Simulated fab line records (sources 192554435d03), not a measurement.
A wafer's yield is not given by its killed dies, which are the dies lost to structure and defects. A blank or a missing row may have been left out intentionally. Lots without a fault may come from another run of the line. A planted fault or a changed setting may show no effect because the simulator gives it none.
Chamber matching ; flow n5_finfet ; N5_BEOL_M10_DESCUM_33 on rie_diel-05 has 4 sister chambers
The step chemistry O2, time 7.9 s. 4 wafers are shown with their chamber, then 8 later ones without.

## WAFERS PAIRED WITH THEIR CHAMBERS
wafer;chamber;showerhead_plenum_p_Torr (Torr)
L086.3;1;2.03
L087.1;2;2.06
L087.2;0;2.12
L084.2;3;2.06

## WAFERS WITH NO CHAMBER GIVEN
wafer;showerhead_plenum_p_Torr (Torr)
L084.4;2.12
L084.5;2.03
L094.3;2.05
L094.4;2.03
L094.5;2.12
L095.1;2.12
L095.4;2.06
L095.6;2.03

## CHAMBER TAKEN BY EACH
wafer;from the rows above;in truth
L084.4;0;0
L084.5;1;1
L094.3;can't be placed: 2 or 3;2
L094.4;1;1
L094.5;0;0
L095.1;0;0
L095.4;can't be placed: 2 or 3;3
L095.6;1;1
Correct placement for 6 of the 8. Not placeable from these rows: 2 (in 2, the candidates include the true chamber). 0 placed wrongly.
How it was worked out, from the rows above alone: a wafer's distance from a chamber is the root of the sum, over the readings, of the square of ((its reading less the chamber's mean) divided by the reading's scatter). If the next closest chamber is less than 2 further off than the closest, the wafer can't be placed; otherwise it belongs to the closest. Each chamber's mean is taken over the wafers shown for it. The scatter: root of mean squared gap, hidden wafer to nearest shown wafer, with one shown wafer a chamber.
